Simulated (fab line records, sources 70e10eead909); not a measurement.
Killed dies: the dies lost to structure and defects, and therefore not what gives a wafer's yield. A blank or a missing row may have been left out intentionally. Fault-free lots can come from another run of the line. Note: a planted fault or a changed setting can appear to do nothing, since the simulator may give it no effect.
Which tool did it? ; flow nand harc ; 42 wafers from 14 lots sampled at 5 of the route's 1302 steps

WHAT EACH GAUGE READ, for each wafer
NHARC_END_SORT_01. Usual: killed at array 55, standard deviation 20; killed at other 0.7, standard deviation 0.96; killed at periphery 4.1, standard deviation 2.4; killed dies 60, standard deviation 20; killed open 3.3, standard deviation 1.9; killed short 2.8, standard deviation 1.6.
lot;measured;on;killed at array;killed at other;killed at periphery;killed dies;killed open;killed short;flag
L176;day 24 23:40;prober-01;67 65 72;0 0 0;10 6 6;77 71 78;5 1 5;4 4 5;
L177;day 25 01:41;prober-02;18 20 16;1 1 1;0 2 2;19 23 19;3 2 1;1 1 1;
L178;day 25 08:40;prober-02;41 45 46;0 1 0;2 4 1;43 50 47;8 2 1;3 4 3;
L180;day 26 07:54;prober-02;49 43 52;3 1 2;2 4 6;54 48 60;4 6 6;4 4 3;
L181;day 26 07:04;prober-01;87 72 79;0 0 1;567 576 565;654 648 645;1 0 3;3 1 3;OFF
L182;day 26 22:43;prober-01;56 72 73;0 3 0;577 569 586;633 644 659;2 2 2;4 1 2;OFF
L183;day 26 21:12;prober-02;66 63 52;2 0 0;5 4 3;73 67 55;4 5 2;4 1 3;
L190;day 30 19:53;prober-02;68 59 61;0 0 2;5 4 4;73 63 67;6 7 6;4 4 1;
L192;day 30 18:16;prober-01;89 86 82;2 2 0;1 1 2;92 89 84;1 6 4;0 3 3;
L193;day 31 21:07;prober-01;64 64 87;0 0 0;7 2 8;71 66 95;2 3 7;2 0 6;
L196;day 32 17:46;prober-01;33 23 30;2 2 1;2 3 2;37 28 33;5 1 2;3 2 1;
L197;day 33 14:46;prober-02;45 47 44;0 0 0;5 2 2;50 49 46;6 3 2;2 3 3;
L198;day 33 14:43;prober-01;80 80 79;1 0 0;2 3 3;83 83 82;5 3 3;3 2 0;
L199;day 34 07:01;prober-01;78 63 64;1 0 0;2 3 5;81 66 69;2 4 2;9 4 3;

TOOL THAT RAN EACH LOT (tool first, then ch and the chambers of the sampled wafers, then the start)
lot;NHARC_P_GATE_SPUTTER_78;NHARC_THIN_TSV_ANNEAL_52;NHARC_THIN_TSV_ETCH_59;NHARC_THIN_TSV_ETCH_36
L176;pvd sputter-01, day 6 01:10;rtp anneal-02 ch 0, day 24 12:48;rie metal-01 ch 0,1, day 24 14:55;rie metal-01 ch 0,1, day 24 15:11
L177;pvd sputter-01, day 6 06:17;rtp anneal-01 ch 0, day 24 13:58;rie metal-02 ch 0,1, day 24 16:10;rie metal-02 ch 0,1, day 24 16:24
L178;pvd sputter-01, day 6 11:49;rtp anneal-02 ch 0, day 24 18:45;rie metal-01 ch 0,1, day 24 20:58;rie metal-01 ch 0,1, day 24 21:14
L180;pvd sputter-02, day 7 13:07;rtp anneal-02 ch 0, day 25 20:13;rie metal-03 ch 0,1, day 25 22:19;rie metal-03 ch 0,1, day 25 22:32
L181;pvd sputter-02, day 7 17:57;-;-;-
L182;pvd sputter-02, day 8 10:05;-;-;-
L183;pvd sputter-01, day 8 10:51;rtp anneal-01 ch 0, day 26 07:59;rie metal-01 ch 0,1, day 26 10:07;rie metal-01 ch 0, day 26 10:23
L190;pvd sputter-03, day 11 20:24;rtp anneal-01 ch 0, day 30 06:37;rie metal-02 ch 0,1, day 30 08:48;rie metal-02 ch 0,1, day 30 08:58
L192;pvd sputter-03, day 12 11:38;rtp anneal-02 ch 0, day 30 07:15;rie metal-03 ch 0,1, day 30 09:28;rie metal-03 ch 0,1, day 30 09:44
L193;pvd sputter-01, day 12 21:34;rtp anneal-02 ch 0, day 31 09:34;rie metal-01 ch 0,1, day 31 11:38;rie metal-01 ch 0,1, day 31 11:53
L196;pvd sputter-03, day 14 02:46;rtp anneal-01 ch 0, day 32 06:39;rie metal-02 ch 0,1, day 32 08:55;rie metal-02 ch 0,1, day 32 09:09
L197;pvd sputter-03, day 14 13:04;rtp anneal-02 ch 0, day 33 00:19;rie metal-03 ch 0,1, day 33 02:35;rie metal-03 ch 0,1, day 33 02:48
L198;pvd sputter-02, day 14 17:11;rtp anneal-02 ch 0, day 33 05:57;rie metal-03 ch 0,1, day 33 08:06;rie metal-03 ch 0,1, day 33 08:19
L199;pvd sputter-01, day 15 09:42;rtp anneal-02 ch 0, day 33 17:49;rie metal-02 ch 0,1, day 33 19:53;rie metal-02 ch 0,1, day 33 20:07
- NHARC_P_GATE_SPUTTER_78: material Ni, target thk 10 nm.
- NHARC_THIN_TSV_ANNEAL_52: time 90 s.
- NHARC_THIN_TSV_ETCH_59: etches the open film in Cl2/BCl3, target depth 880 nm, time 138.1 s.
- NHARC_THIN_TSV_ETCH_36: etches the open film in Cl2/BCl3, target depth 65 nm, time 18.571 s.

WHAT THE TOOLS THEMSELVES READ (means of the sampled wafers that have a number; where no wafer has one, the mark that the record gives instead)
NHARC_THIN_TSV_ANNEAL_52. Usual: wafer_temp_C_max at 225.9, with a standard deviation of 0.32.
lot;tool;wafer_temp_C_max;flag
L176;rtp anneal-02;226.0;
L177;rtp anneal-01;225.5;
L178;rtp anneal-02;226.2;
L180;rtp anneal-02;226.2;
L183;rtp anneal-01;225.9;
L190;rtp anneal-01;225.8;
L192;rtp anneal-02;225.9;
L193;rtp anneal-02;226.2;
L196;rtp anneal-01;225.5;
L197;rtp anneal-02;226.0;
L198;rtp anneal-02;226.1;
L199;rtp anneal-02;226.2;

NHARC_THIN_TSV_ETCH_59. Usual: drypump motor current A 5.5 A, standard deviation 0.33; oes product au 1.001 a.u., standard deviation 0.01; throttle valve pct 22.264 %, standard deviation 0.0096.
lot;tool;drypump motor current A (A);oes product au (a.u.);throttle valve pct (%);flag
L176;rie metal-01;5.1;1.011;22.256;
L177;rie metal-02;5.7;0.993;22.263;
L178;rie metal-01;5.2;1.016;22.263;
L180;rie metal-03;5.7;1.006;22.267;
L183;rie metal-01;5.1;1.005;22.258;
L190;rie metal-02;5.8;0.993;22.263;
L192;rie metal-03;5.5;0.990;22.261;
L193;rie metal-01;5.1;1.018;22.269;
L196;rie metal-02;5.7;0.999;22.265;
L197;rie metal-03;5.5;0.999;22.262;
L198;rie metal-03;5.7;0.996;22.262;
L199;rie metal-02;5.8;0.997;22.263;

NHARC_THIN_TSV_ETCH_36. Usual: drypump motor current A 5.5 A, standard deviation 0.33; oes product au 0.999 a.u., standard deviation 0.0098.
lot;tool;drypump motor current A (A);oes product au (a.u.);flag
L176;rie metal-01;5.1;1.013;
L177;rie metal-02;5.9;0.996;
L178;rie metal-01;5.2;1.008;
L180;rie metal-03;5.5;0.993;
L183;rie metal-01;5.4;0.998;
L190;rie metal-02;5.7;1.004;
L192;rie metal-03;5.7;0.991;
L193;rie metal-01;5.2;1.007;
L196;rie metal-02;5.8;0.991;
L197;rie metal-03;5.5;0.988;
L198;rie metal-03;5.5;1.002;
L199;rie metal-02;5.9;1.001;

THE ANSWER, worked out from the rows above alone
Rule: a lot counts as off when the mean over its wafers that have a number is more than 3 standard deviations away from the usual mean. Also off: a lot with no number at a reading for which 4 or more lots have one. Where the step has rows for the other lots, those lots are counted as sound. The gauges are gone through in route order, then the tools' own readings, and for those a lot's mean is taken as printed above. At the first step where some lot is off, the reading lying furthest off is the one used; lots without a number count as furthest.
Off at NHARC_END_SORT_01 (killed at periphery): L181, L182.
If a tool, at a process step before that reading, ran all the lots that are off and no sound lot after the first of them, it fits. Those tools and the gauges at NHARC_END_SORT_01 are tried in the same way. Of those tried, none fits.

WHAT THE SIMULATOR PUT IN
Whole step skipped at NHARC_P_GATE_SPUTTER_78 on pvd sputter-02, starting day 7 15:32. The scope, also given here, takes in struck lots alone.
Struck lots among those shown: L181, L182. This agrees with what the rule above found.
